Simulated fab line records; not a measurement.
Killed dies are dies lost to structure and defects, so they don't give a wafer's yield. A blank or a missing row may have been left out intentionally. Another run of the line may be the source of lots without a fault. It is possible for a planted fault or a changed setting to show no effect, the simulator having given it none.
fab line records	flow n5Finfet
record lots=15	wafers=44	lastDay=17
route steps=1938 shown FIN_SAQP@125 STI_FIN_REVEAL@207 BEOL_M4@1111
lots with no fault: from the same line, run without faults
startH: hours from the record's first day to the start of the lot's first wafer shown	waitH: hours from the lot's prior step to this one	" as in the row above	L1.1+2: a row that stands for several wafers	- either no value or no given start	* or withheld: withheld	< > ~ a bound
route shown NAME@n: names a module that has steps shown in the file, with the first one's number in the route	usual: the fault-free wafers' mean and standard deviation	same: alike in all rows	chamber/n: place in a boat	sites: per-site readings	_std_site: the values' standard deviation	_edge_site: outer sites' mean less inner sites'	radiusMm: for every site, how far away it sits from the centre of the wafer	mask NAME#n: copy n	behind: tool/chamber where the wafer was last shaped	hold: what put the lot on hold/how long, in hours/how the hold closed	device: names the non-switching transistor (n, p or np)	end of line: tests of these same wafers at the route's end	step lacking rows: just its recipe	killed: at the first sort, the dies lost to defects and structure; wafer yield is something else	map: shows each die of a wafer: x if killed, . if not, _ if none is there
set.NAME: the setting the step ran with; set.NAME@STEP: the setting that earlier step ran with	model.NAME: the simulator's own value behind a step, which no gauge read
the route's steps for a sample of lots (tables are steps, rows are wafers)
services: a tool's chamber out of use, with start hour (startH, from the record's first day; less than 0 if before it), hours out, and reason
## steps
# step N5_FIN_SAQP_SPACER1_ALD_24
# recipe material=SiO2	targetThkA=203	tempC=300	aldPrecursorFamily=BDEAS	aldCoReactant=O2-plasma	pulseTimeS=1	purgeTimeS=2	coReactantPurgeTimeS=2	aldCycles=218	pressureTorr=2
# usual heaterPowerW=447/34	precursorPulseHeightRel=1.003/0.02
# same purgeTimeS=2
lot.wafer	tool	chamber	startH	waitH	heaterPowerW	precursorPulseHeightRel
L130.2	aldSin-01	0	29.03	0.3	465	0.955
L130.5	"	1	"	"	417	1.023
L130.6	"	2	"	"	472	1.017
L132.1	aldSin-03	1	40.97	0.3	435	1.005
L132.4	"	3	"	"	480	1.021
L132.5	"	1	"	"	448	0.967
L133.1	aldSin-03	2	46.73	0.5	465	0.997
L133.2	"	1	"	"	438	0.997
L133.3	"	3	"	"	484	1.022
L134.2	aldSin-01	1	53.09	0.3	410	0.968
L134.4	"	2	"	"	475	1.037
L134.6	"	2	"	"	482	0.997
L135.2	aldSin-01	3	58.48	0.3	373	1.012
L135.4	"	0	"	"	455	0.982
L135.5	"	1	"	"	401	1.008
L136.1	aldSin-03	2	66.91	1.6	475	0.996
L136.4	"	2	"	"	480	0.987
L136.5	"	1	"	"	449	1.014
L137.1	aldSin-01	1	70.61	0.3	413	1.011
L137.4	"	0	"	"	473	0.999
L137.5	"	0	"	"	459	1.021
L140.3	aldSin-02	0	95.47	2.2	462	0.958
L140.4	"	3	"	"	433	0.987
L140.5	"	3	"	"	421	0.965
L141.3	aldSin-02	3	96.91	1.9	438	0.986
L141.4	"	2	"	"	503	1.044
L141.6	"	2	"	"	501	0.977
L143.1	aldSin-03	2	107.47	0.3	464	1.007
L143.4	"	0	"	"	425	1.018
L143.5	"	1	"	"	460	1.021
L145.3	aldSin-02	2	119.14	0.1	513	1.004
L145.6	"	3	"	"	430	0.998
L149.1	aldSin-01	2	144.19	0.3	480	1.064
L149.4	"	1	"	"	413	1.038
L149.5	"	2	"	"	488	0.976
L150.1	aldSin-03	1	149.42	0.3	451	1.010
L150.3	"	0	"	"	425	1.033
L150.6	"	0	"	"	410	0.988
L151.2	aldSin-01	3	155.25	0.3	384	1.034
L151.3	"	0	"	"	465	1.000
L151.5	"	0	"	"	460	0.983
L152.1	aldSin-01	3	161.86	0.9	399	1.034
L152.2	"	2	"	"	476	1.002
L152.3	"	0	"	"	455	0.981
# step N5_FIN_SAQP_CD_MEAS_27
# recipe targetCdNm=20	landingEnergyEv=1000	detector=seInlens	polarity=line
# usual cdNm=20.31/0.24
lot.wafer	tool	chamber	startH	waitH	cdNm
L130.2	cdSem-01	0	30.01	0.1	20.26
L130.5	"	0	"	"	20.14
L130.6	"	0	"	"	20.39
L132.1	cdSem-01	0	41.94	0.1	20.38
L132.4	"	0	"	"	20.57
L132.5	"	0	"	"	19.98
L133.1	cdSem-02	0	47.69	0.1	20.20
L133.2	"	0	"	"	19.95
L133.3	"	0	"	"	20.50
L134.2	cdSem-01	0	54.01	0.1	20.58
L134.4	"	0	"	"	20.44
L134.6	"	0	"	"	20.44
L135.2	cdSem-03	0	59.40	0.1	20.59
L135.4	"	0	"	"	20.67
L135.5	"	0	"	"	20.50
L136.1	cdSem-01	0	67.83	0.1	20.05
L136.4	"	0	"	"	20.21
L136.5	"	0	"	"	20.53
L137.1	cdSem-01	0	71.52	0.1	20.03
L137.4	"	0	"	"	20.05
L137.5	"	0	"	"	20.11
L140.3	cdSem-03	0	96.42	0.1	20.59
L140.4	"	0	"	"	19.84
L140.5	"	0	"	"	20.09
L141.3	cdSem-01	0	97.94	0.1	20.10
L141.4	"	0	"	"	20.70
L141.6	"	0	"	"	20.36
L143.1	cdSem-03	0	108.39	0.1	20.46
L143.4	"	0	"	"	20.05
L143.5	"	0	"	"	20.43
L145.3	cdSem-01	0	120.10	0.1	20.76
L145.6	"	0	"	"	20.29
L149.1	cdSem-03	0	145.11	0.1	20.38
L149.4	"	0	"	"	20.38
L149.5	"	0	"	"	20.24
L150.1	cdSem-01	0	150.34	0.1	19.77
L150.3	"	0	"	"	19.78
L150.6	"	0	"	"	20.11
L151.2	cdSem-01	0	156.17	0.1	20.36
L151.3	"	0	"	"	20.33
L151.5	"	0	"	"	20.21
L152.1	cdSem-02	0	162.78	0.1	20.74
L152.2	"	0	"	"	20.43
L152.3	"	0	"	"	20.38
# step N5_FIN_SAQP_ETCH_69
# recipe chemistry=N2/H2	target=SOC	targetDepthA=1500	stopOn=SiNx	ionEnergyEv=100	biasW=61	pressureMtorr=30	sourceW=850	n2FlowSccm=200	h2FlowSccm=200
# usual drypumpMotorCurrentA=5.6/0.39	oesProductAu=0.77/0.093	rfVppV=240.7/1.2	showerheadPlenumPTorr=2.53/0.062	throttleValvePct=17.7/0.32
lot.wafer	tool	chamber	startH	waitH	drypumpMotorCurrentA	oesProductAu	rfHoursCounterH	rfVppV	showerheadPlenumPTorr	throttleValvePct
L130.2	rieDiel-04	2	31.25	-	5.5	0.92	5	239.4	2.48	17.2
L130.5	"	2	"	"	5.5	0.92	-	238.9	2.48	17.2
L130.6	"	3	"	"	5.0	0.78	-	238.6	2.47	17.9
L132.1	rieDiel-01	3	43.07	-	5.3	0.73	139	242.2	2.64	17.7
L132.4	"	0	"	"	5.7	0.76	164	240.5	2.43	17.6
L132.5	"	3	"	"	5.3	0.74	-	242.6	2.64	17.7
L133.1	rieDiel-03	1	48.41	-	5.1	0.70	222	240.6	2.60	18.0
L133.2	"	3	"	"	5.4	0.72	180	240.3	2.54	18.2
L133.3	"	0	"	"	6.4	0.75	132	240.2	2.54	17.7
L134.2	rieDiel-03	3	54.73	-	5.4	0.72	181	239.9	2.54	18.2
L134.4	"	1	"	"	5.1	0.69	225	241.3	2.60	18.0
L134.6	"	2	"	"	5.6	0.68	-	239.9	2.61	17.6
L135.2	rieDiel-03	3	60.12	-	5.4	0.72	184	240.1	2.54	18.2
L135.4	"	1	"	"	5.1	0.69	227	242.5	2.60	18.0
L135.5	"	1	"	"	5.1	0.69	-	241.5	2.60	18.0
L136.1	rieDiel-03	1	68.81	-	5.1	0.69	230	242.5	2.60	18.0
L136.4	"	2	"	"	5.6	0.69	247	241.6	2.61	17.6
L136.5	"	2	"	"	5.6	0.68	-	241.6	2.61	17.6
L137.1	rieDiel-01	2	72.24	-	5.9	0.67	226	240.1	2.52	17.9
L137.4	"	1	"	"	5.7	0.90	17	241.7	2.59	17.1
L137.5	"	1	"	"	5.7	0.90	-	241.8	2.59	17.1
L140.3	rieDiel-01	2	97.30	-	5.9	0.66	239	239.7	2.52	17.9
L140.4	"	0	"	"	5.8	0.74	185	239.1	2.42	17.7
L140.5	"	3	"	"	5.4	0.72	-	241.1	2.64	17.7
L141.3	rieDiel-04	2	99.19	-	5.5	0.86	-	240.0	2.47	17.2
L141.4	"	0	"	"	6.1	0.73	-	240.8	2.49	17.6
L141.6	"	0	"	"	6.1	0.72	-	240.7	2.49	17.6
L143.1	rieDiel-04	0	109.46	-	6.1	0.73	206	239.4	2.49	17.6
L143.4	"	2	"	"	5.5	0.86	-	238.0	2.47	17.2
L143.5	"	1	"	"	5.4	0.96	-	239.0	2.50	17.7
L145.3	rieDiel-03	0	121.12	-	6.4	0.73	163	241.1	2.53	17.8
L145.6	"	2	"	"	5.6	0.95	-	241.0	2.60	17.3
L149.1	rieDiel-03	2	146.15	-	5.7	0.92	19	242.9	2.60	17.3
L149.4	"	3	"	"	5.4	0.69	220	241.6	2.52	18.3
L149.5	"	3	"	"	5.4	0.69	-	239.2	2.52	18.3
L150.1	rieDiel-01	0	151.14	-	5.8	0.73	202	238.8	2.41	17.7
L150.3	"	3	"	"	5.3	0.71	178	241.7	2.63	17.7
L150.6	"	3	"	"	5.3	0.71	-	242.6	2.63	17.8
L151.2	rieDiel-04	0	156.94	-	6.1	0.72	223	240.9	2.48	17.6
L151.3	"	2	"	"	5.5	0.83	50	238.7	2.46	17.3
L151.5	"	2	"	"	5.5	0.83	-	241.1	2.46	17.3
L152.1	rieDiel-03	0	163.50	-	6.4	0.72	180	239.8	2.52	17.8
L152.2	"	3	"	"	5.4	0.69	226	239.6	2.52	18.3
L152.3	"	1	"	"	5.1	0.91	8	241.1	2.59	17.6
# step N5_FIN_SAQP_SPACER2_ALD_28
# recipe material=SiO2	targetThkA=81	tempC=300	aldPrecursorFamily=BDEAS	aldCoReactant=O2-plasma	pulseTimeS=1	purgeTimeS=2	coReactantPurgeTimeS=2	pressureTorr=2
# usual heaterPowerW=452/35	precursorPulseHeightRel=1.004/0.022
lot.wafer	tool	chamber	startH	waitH	heaterPowerW	precursorPulseHeightRel
L130.2	aldSin-03	2	31.56	0.1	473	1.018
L130.5	"	1	"	"	449	0.960
L130.6	"	0	"	"	447	0.975
L132.1	aldSin-03	3	43.37	0.1	479	1.035
L132.4	"	1	"	"	445	0.984
L132.5	"	2	"	"	473	1.022
L133.1	aldSin-03	1	49.60	1.0	447	1.020
L133.2	"	0	"	"	442	1.002
L133.3	"	2	"	"	468	1.004
L134.2	aldSin-02	3	55.03	0.1	420	0.981
L134.4	"	0	"	"	463	1.020
L134.6	"	2	"	"	497	1.037
L135.2	aldSin-01	3	60.42	0.1	394	0.984
L135.4	"	1	"	"	408	1.021
L135.5	"	1	"	"	407	0.991
L136.1	aldSin-01	1	69.11	0.1	398	1.051
L136.4	"	3	"	"	389	0.988
L136.5	"	0	"	"	463	1.004
L137.1	aldSin-01	3	72.67	0.2	400	1.028
L137.4	"	2	"	"	481	0.993
L137.5	"	1	"	"	399	0.999
L140.3	aldSin-01	0	97.79	0.2	456	1.037
L140.4	"	3	"	"	393	0.982
L140.5	"	1	"	"	408	0.996
L141.3	aldSin-02	1	100.14	0.7	499	1.009
L141.4	"	0	"	"	468	1.024
L141.6	"	2	"	"	501	0.986
L143.1	aldSin-02	0	109.77	0.1	461	1.018
L143.4	"	3	"	"	412	0.976
L143.5	"	2	"	"	499	0.983
L145.3	aldSin-01	1	121.42	0.1	399	1.012
L145.6	"	1	"	"	418	1.030
L149.1	aldSin-02	0	147.00	0.6	455	0.972
L149.4	"	3	"	"	428	1.007
L149.5	"	2	"	"	506	0.987
L150.1	aldSin-02	0	151.44	0.1	452	0.978
L150.3	"	3	"	"	430	0.992
L150.6	"	0	"	"	469	0.975
L151.2	aldSin-02	3	157.25	0.1	425	1.034
L151.3	"	1	"	"	506	0.971
L151.5	"	1	"	"	493	1.004
L152.1	aldSin-01	2	163.80	0.1	471	1.013
L152.2	"	3	"	"	397	1.048
L152.3	"	0	"	"	463	1.012
# step N5_FIN_SAQP_CD_MEAS_31
# recipe targetCdNm=8	landingEnergyEv=1000	detector=seInlens	polarity=line
# usual cdNm=8.09/0.25
lot.wafer	tool	chamber	startH	waitH	cdNm
L130.2	cdSem-03	0	32.08	0.1	8.26
L130.5	"	0	"	"	7.83
L130.6	"	0	"	"	8.28
L132.1	cdSem-02	0	43.89	0.1	7.89
L132.4	"	0	"	"	8.21
L132.5	"	0	"	"	8.18
L133.1	cdSem-02	0	50.12	0.1	7.92
L133.2	"	0	"	"	8.18
L133.3	"	0	"	"	8.00
L134.2	cdSem-03	0	55.84	0.1	8.31
L134.4	"	0	"	"	8.30
L134.6	"	0	"	"	7.87
L135.2	cdSem-02	0	60.95	0.1	7.88
L135.4	"	0	"	"	7.96
L135.5	"	0	"	"	8.23
L136.1	cdSem-01	0	69.64	0.1	8.13
L136.4	"	0	"	"	8.18
L136.5	"	0	"	"	8.59
L137.1	cdSem-01	0	73.24	0.1	8.12
L137.4	"	0	"	"	8.44
L137.5	"	0	"	"	7.92
L140.3	cdSem-01	0	98.47	0.1	7.98
L140.4	"	0	"	"	8.11
L140.5	"	0	"	"	7.73
L141.3	cdSem-02	0	100.67	0.1	7.93
L141.4	"	0	"	"	7.97
L141.6	"	0	"	"	8.74
L143.1	cdSem-01	0	110.29	0.1	8.70
L143.4	"	0	"	"	7.93
L143.5	"	0	"	"	8.13
L145.3	cdSem-01	0	122.00	0.1	8.11
L145.6	"	0	"	"	7.71
L149.1	cdSem-01	0	147.52	0.1	2.97
L149.4	"	0	"	"	2.67
L149.5	"	0	"	"	3.36
L150.1	cdSem-03	0	151.97	0.1	2.96
L150.3	"	0	"	"	2.95
L150.6	"	0	"	"	2.64
L151.2	cdSem-03	0	157.85	0.1	2.39
L151.3	"	0	"	"	2.94
L151.5	"	0	"	"	3.30
L152.1	cdSem-03	0	164.32	0.1	8.37
L152.2	"	0	"	"	7.97
L152.3	"	0	"	"	8.65
# step N5_FIN_SAQP_HM_CD_35
# recipe targetCdNm=8	polarity=line
# usual cdNm=8.03/0.28
lot.wafer	tool	chamber	startH	waitH	cdNm
L130.2	cdSem-01	-	32.35	0.1	7.83
L130.5	"	-	"	"	7.90
L130.6	"	-	"	"	8.17
L132.1	cdSem-02	-	44.16	0.1	8.49
L132.4	"	-	"	"	7.99
L132.5	"	-	"	"	8.75
L133.1	cdSem-01	-	50.40	0.1	7.86
L133.2	"	-	"	"	8.16
L133.3	"	-	"	"	7.66
L134.2	cdSem-02	-	56.33	0.1	8.28
L134.4	"	-	"	"	8.37
L134.6	"	-	"	"	8.24
L135.2	cdSem-02	-	61.22	0.1	7.93
L135.4	"	-	"	"	8.13
L135.5	"	-	"	"	8.37
L136.1	cdSem-01	-	69.93	0.1	8.14
L136.4	"	-	"	"	8.16
L136.5	"	-	"	"	8.23
L137.1	cdSem-01	-	73.52	0.1	8.11
L137.4	"	-	"	"	7.81
L137.5	"	-	"	"	8.00
L140.3	cdSem-01	-	98.84	0.1	8.16
L140.4	"	-	"	"	7.74
L140.5	"	-	"	"	7.74
L141.3	cdSem-01	-	100.93	0.1	8.33
L141.4	"	-	"	"	8.42
L141.6	"	-	"	"	8.25
L143.1	cdSem-02	-	110.55	0.1	8.43
L143.4	"	-	"	"	8.14
L143.5	"	-	"	"	8.09
L145.3	cdSem-01	-	122.36	0.1	7.75
L145.6	"	-	"	"	7.24
L149.1	cdSem-02	-	147.78	0.1	3.21
L149.4	"	-	"	"	2.40
L149.5	"	-	"	"	3.03
L150.1	cdSem-03	-	152.23	0.1	2.77
L150.3	"	-	"	"	2.44
L150.6	"	-	"	"	2.90
L151.2	cdSem-03	-	158.16	0.1	2.40
L151.3	"	-	"	"	3.36
L151.5	"	-	"	"	3.02
L152.1	cdSem-01	-	164.59	0.1	8.14
L152.2	"	-	"	"	8.16
L152.3	"	-	"	"	7.88
# step N5_STI_FIN_REVEAL_CD_MEAS_22
# recipe targetCdNm=6.238	pitchNm=28	polarity=line
# usual cdNm=6.19/0.29
lot.wafer	tool	chamber	startH	waitH	cdNm
L130.2	cdSem-02	-	43.47	0.0	6.66
L130.5	"	-	"	"	6.37
L130.6	"	-	"	"	6.23
L132.1	cdSem-03	-	55.69	0.0	6.27
L132.4	"	-	"	"	6.07
L132.5	"	-	"	"	6.75
L133.1	cdSem-03	-	61.30	0.0	6.02
L133.2	"	-	"	"	6.19
L133.3	"	-	"	"	5.94
L134.2	cdSem-03	-	66.81	0.0	6.42
L134.4	"	-	"	"	6.64
L134.6	"	-	"	"	6.38
L135.2	cdSem-01	-	72.07	0.0	5.80
L135.4	"	-	"	"	6.32
L135.5	"	-	"	"	6.49
L136.1	cdSem-03	-	81.20	0.0	6.26
L136.4	"	-	"	"	6.23
L136.5	"	-	"	"	6.56
L137.1	cdSem-01	-	84.37	0.0	6.40
L137.4	"	-	"	"	6.75
L137.5	"	-	"	"	6.33
L140.3	cdSem-01	-	110.96	0.0	6.24
L140.4	"	-	"	"	6.38
L140.5	"	-	"	"	5.83
L141.3	cdSem-01	-	112.55	0.0	6.59
L141.4	"	-	"	"	6.27
L141.6	"	-	"	"	6.44
L143.1	cdSem-02	-	121.83	0.0	6.73
L143.4	"	-	"	"	6.35
L143.5	"	-	"	"	6.59
L145.3	cdSem-02	-	132.82	0.0	6.13
L145.6	"	-	"	"	6.11
L149.1	cdSem-01	-	158.67	0.0	1.07
L149.4	"	-	"	"	1.21
L149.5	"	-	"	"	0.94
L150.1	cdSem-02	-	162.47	0.0	0.94
L150.3	"	-	"	"	0.86
L150.6	"	-	"	"	0.61
L151.2	cdSem-03	-	168.96	0.0	0.81
L151.3	"	-	"	"	1.22
L151.5	"	-	"	"	1.31
L152.1	cdSem-03	-	175.00	0.0	6.07
L152.2	"	-	"	"	5.89
L152.3	"	-	"	"	6.22
# step N5_BEOL_M4_RC_MEAS_101
# usual DIBL_N=36.2/2	DIBL_P=36.1/2.4	IOFF_N=0.16/0.035	IOFF_N_85C=3.1/0.58	IOFF_N_LIN=0.073/0.014	IOFF_P=0.22/0.041	IOFF_P_85C=3.7/0.58	IOFF_P_LIN=0.102/0.015	ION_N=675/14	ION_P=465/8.6	SS_N=71.5/0.64	SS_P=73.2/0.76	VT_N=250/3.9	VT_N_LVT=100/3.9	VT_P=-249/3.4	VT_P_LVT=-99/3.4
lot.wafer	tool	chamber	startH	waitH	DIBL_N[mV/V]	DIBL_P[mV/V]	IOFF_N[nA/um]	IOFF_N_85C[nA/um]	IOFF_N_LIN[nA/um]	IOFF_P[nA/um]	IOFF_P_85C[nA/um]	IOFF_P_LIN[nA/um]	ION_N[uA/um]	ION_P[uA/um]	SS_N[mV/dec]	SS_P[mV/dec]	VT_N[mV]	VT_N_LVT[mV]	VT_P[mV]	VT_P_LVT[mV]
L130.2	prober-01	0	191.76	0.2	34.7	37.9	0.14	2.8	0.066	0.24	4.1	0.117	670	471	70.7	73.3	253	100	-247	-96
L130.5	"	0	"	"	35.5	37.3	0.15	3.0	0.069	0.23	3.9	0.112	667	460	71.5	73.1	252	99	-249	-97
L130.6	"	0	"	"	35.6	38.7	0.15	3.0	0.071	0.26	4.3	0.120	663	470	71.1	74.4	251	100	-245	-95
L132.1	prober-02	0	196.07	0.0	36.6	35.9	0.18	3.4	0.083	0.23	4.0	0.106	688	476	71.7	73.7	245	95	-248	-94
L132.4	"	0	"	"	35.0	33.7	0.14	2.8	0.066	0.18	3.3	0.091	659	447	71.1	72.8	251	100	-252	-99
L132.5	"	0	"	"	37.3	37.3	0.20	3.7	0.088	0.25	4.4	0.114	688	469	71.7	74.3	241	94	-246	-94
L133.1	prober-02	0	199.14	0.0	32.9	33.1	0.10	2.1	0.049	0.15	2.7	0.076	650	449	71.1	71.9	256	107	-252	-103
L133.2	"	0	"	"	34.0	35.1	0.12	2.5	0.058	0.18	3.3	0.091	658	463	71.1	72.5	254	102	-250	-101
L133.3	"	0	"	"	33.6	35.0	0.10	2.2	0.050	0.17	3.1	0.085	643	454	70.4	73.3	257	107	-252	-102
L135.2	prober-01	0	206.14	0.2	34.8	34.5	0.13	2.8	0.065	0.20	3.4	0.096	665	456	71.7	72.6	248	101	-251	-99
L135.4	"	0	"	"	35.7	36.2	0.16	3.1	0.075	0.22	3.8	0.105	680	470	71.5	73.6	248	98	-246	-98
L135.5	"	0	"	"	35.7	36.0	0.16	3.1	0.075	0.23	3.8	0.106	675	476	71.6	72.8	249	98	-249	-97
L134.2	prober-02	0	209.19	0.2	38.1	38.2	0.18	3.5	0.082	0.24	4.0	0.109	681	465	72.1	74.5	247	96	-249	-97
L134.4	"	0	"	"	38.1	38.2	0.17	3.2	0.076	0.24	4.0	0.109	670	457	72.8	73.7	251	98	-247	-98
L134.6	"	0	"	"	37.6	37.4	0.17	3.2	0.077	0.23	3.9	0.106	672	463	72.0	73.8	248	98	-251	-98
L137.1	prober-01	0	213.22	0.0	35.8	36.1	0.17	3.3	0.072	0.22	3.7	0.108	674	459	72.0	72.8	245	99	-247	-96
L137.4	"	0	"	"	39.0	40.3	0.22	4.1	0.090	0.29	4.7	0.128	679	463	72.3	73.5	248	97	-244	-95
L137.5	"	0	"	"	36.4	37.6	0.18	3.4	0.081	0.25	4.1	0.117	686	467	70.7	74.2	248	98	-245	-96
L136.1	prober-01	0	225.70	0.0	38.1	38.1	0.19	3.6	0.086	0.27	4.5	0.125	684	475	71.7	73.3	246	97	-244	-94
L136.4	"	0	"	"	35.5	34.8	0.14	2.9	0.066	0.23	3.8	0.110	669	472	71.5	72.6	253	102	-249	-96
L136.5	"	0	"	"	39.5	39.4	0.23	4.3	0.099	0.31	5.0	0.136	694	474	72.5	74.0	246	95	-245	-91
L140.3	prober-01	0	245.55	0.3	38.2	39.7	0.21	3.9	0.095	0.33	5.2	0.144	696	486	71.9	73.6	245	96	-240	-93
L140.4	"	0	"	"	35.1	34.7	0.14	2.8	0.067	0.23	3.9	0.114	664	467	71.1	73.7	249	103	-247	-98
L140.5	"	0	"	"	32.3	31.9	0.10	2.1	0.052	0.18	3.2	0.096	664	468	70.6	70.9	255	107	-249	-101
L141.3	prober-02	0	256.79	0.3	34.5	37.1	0.17	3.2	0.078	0.26	4.4	0.121	700	483	71.5	73.2	245	97	-246	-93
L141.4	"	0	"	"	37.8	40.2	0.21	3.9	0.090	0.30	5.0	0.133	692	479	72.4	73.9	248	97	-243	-94
L141.6	"	0	"	"	36.8	39.5	0.19	3.6	0.085	0.29	4.8	0.129	701	482	71.1	73.4	248	98	-244	-93
L143.1	prober-01	0	262.25	0.0	38.9	38.2	0.21	4.0	0.097	0.26	4.4	0.118	693	479	72.0	73.1	242	92	-246	-95
L143.4	"	0	"	"	39.1	38.8	0.21	3.9	0.092	0.28	4.7	0.125	697	473	71.6	74.4	247	95	-244	-94
L143.5	"	0	"	"	36.9	34.9	0.16	3.2	0.075	0.22	3.8	0.104	672	459	71.2	74.1	247	97	-249	-98
L145.3	prober-01	0	264.55	0.3	36.6	37.2	0.16	3.0	0.073	0.23	4.0	0.114	677	472	71.4	72.4	249	102	-246	-98
L145.6	"	0	"	"	33.0	31.7	0.10	2.0	0.048	0.16	2.8	0.085	653	453	71.0	71.6	255	108	-251	-103
L150.1	prober-02	0	295.93	0.0	3.1	-9.2	0.00	0.1	0.001	0.00	0.1	0.006	428	333	63.6	62.2	330	180	-301	-154
L150.3	"	0	"	"	6.7	-5.1	0.00	0.1	0.002	0.01	0.2	0.007	424	336	65.7	63.3	329	178	-298	-151
L150.6	"	0	"	"	7.3	-3.9	0.00	0.1	0.002	0.01	0.2	0.007	436	338	65.6	62.9	332	179	-300	-149
L149.1	prober-02	0	297.34	0.0	6.3	-8.9	0.00	0.1	0.002	0.01	0.2	0.008	438	343	64.6	62.3	324	173	-298	-145
L149.4	"	0	"	"	4.5	-9.2	0.00	0.1	0.002	0.01	0.2	0.008	428	342	64.7	62.5	325	175	-296	-145
L149.5	"	0	"	"	0.9	-13.8	0.00	0.1	0.001	0.00	0.1	0.006	412	337	63.7	60.6	329	180	-299	-147
L151.2	prober-01	0	298.72	0.2	3.8	-8.7	0.00	0.1	0.001	0.01	0.2	0.007	424	337	64.8	61.9	328	178	-298	-148
L151.3	"	0	"	"	5.8	-6.4	0.00	0.1	0.002	0.01	0.2	0.008	439	345	64.6	63.5	322	173	-298	-146
L151.5	"	0	"	"	5.8	-6.4	0.00	0.1	0.002	0.01	0.2	0.009	433	342	65.2	63.2	325	174	-293	-143
L152.1	prober-01	0	314.81	0.0	36.4	36.3	0.15	2.8	0.064	0.18	3.3	0.088	654	446	71.6	73.3	257	105	-255	-103
L152.2	"	0	"	"	36.0	36.5	0.14	2.8	0.065	0.18	3.3	0.088	671	454	71.5	73.3	254	104	-254	-104
L152.3	"	0	"	"	33.9	33.8	0.12	2.5	0.058	0.16	2.8	0.079	669	458	70.8	71.7	254	104	-256	-104
## services
tool	chamber	startH	hours	kind
aldSin-01	0	8.06	-	clean
aldSin-01	1	8.06	-	clean
aldSin-01	2	8.06	-	clean
aldSin-01	3	8.06	-	clean
aldSin-01	-	45.06	2.3	repair
aldSin-03	1	51.05	2.6	repair
aldSin-02	1	54.86	2.9	repair
aldSin-03	0	56.32	12.8	repair
rieDiel-04	1	65.99	7.4	repair
aldSin-02	-	68.05	1.0	repair
aldSin-02	-	69.68	6.1	pm
rieDiel-04	2	76.84	9.3	repair
aldSin-03	-	86.24	14.0	pm
aldSin-03	0	86.24	14.0	ventCycle
aldSin-03	1	86.24	14.0	ventCycle
aldSin-03	2	86.24	14.0	ventCycle
aldSin-03	3	86.24	14.0	ventCycle
rieDiel-01	3	88.38	7.8	repair
rieDiel-04	3	90.75	21.3	repair
aldSin-03	0	100.24	-	clean
aldSin-03	1	100.24	-	clean
aldSin-03	2	100.24	-	clean
aldSin-03	3	100.24	-	clean
rieDiel-01	0	134.94	7.9	repair
## key
firstSign step=N5_FIN_SAQP_CD_MEAS_31	reading=cdNm	direction=down	sigmas=20	usual=8.09	struck=2.91
effect step=N5_FIN_SAQP_HM_CD_35	reading=cdNm	direction=down	sigmas=19	usual=8.03	struck=2.84
effect step=N5_STI_FIN_REVEAL_CD_MEAS_22	reading=cdNm	direction=down	sigmas=18	usual=6.19	struck=1.00
effect step=N5_BEOL_M4_RC_MEAS_101	reading=VT_N	direction=up	sigmas=20	usual=250	struck=327
effect step=N5_BEOL_M4_RC_MEAS_101	reading=VT_N_LVT	direction=up	sigmas=20	usual=100	struck=176
effect step=N5_BEOL_M4_RC_MEAS_101	reading=DIBL_P	direction=down	sigmas=18	usual=36.1	struck=-7.9
effect step=N5_BEOL_M4_RC_MEAS_101	reading=ION_N	direction=down	sigmas=18	usual=675	struck=429
effect step=N5_BEOL_M4_RC_MEAS_101	reading=DIBL_N	direction=down	sigmas=16	usual=36.2	struck=4.9
effect step=N5_BEOL_M4_RC_MEAS_101	reading=ION_P	direction=down	sigmas=15	usual=465	struck=339
effect step=N5_BEOL_M4_RC_MEAS_101	reading=VT_P	direction=down	sigmas=14	usual=-249	struck=-298
effect step=N5_BEOL_M4_RC_MEAS_101	reading=SS_P	direction=down	sigmas=14	usual=73.2	struck=62.5
effect step=N5_BEOL_M4_RC_MEAS_101	reading=VT_P_LVT	direction=down	sigmas=14	usual=-99	struck=-147
effect step=N5_BEOL_M4_RC_MEAS_101	reading=SS_N	direction=down	sigmas=11	usual=71.5	struck=64.7
effect step=N5_BEOL_M4_RC_MEAS_101	reading=IOFF_P_LIN	direction=down	sigmas=6.3	usual=0.102	struck=0.007
effect step=N5_BEOL_M4_RC_MEAS_101	reading=IOFF_P_85C	direction=down	sigmas=6	usual=3.7	struck=0.2
metAt N5_FIN_SAQP_SPACER2_ALD_28
struckLots L149,L150,L151
sortLeftOut L149.1,L149.4,L149.5,L150.1,L150.3,L150.6,L151.2,L151.3,L151.5
notActingAt N5_FIN_SAQP_SPACER1_ALD_24,N5_FIN_SAQP_CD_MEAS_27,N5_FIN_SAQP_ETCH_69
onsetBetween 109.77 147.00
fault kind=processParameterDrift	tool=aldSin-02	chamber=-	onsetH=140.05	steps=N5_FIN_SAQP_SPACER2_ALD_28	channel=targetThkA	offset=*	shape=step	endH=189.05	actsIn=*	stated=*
# sortLeftOut: the simulated sort isn't trusted on such a fault, so these wafers' sort isn't shown, and their yield isn't known
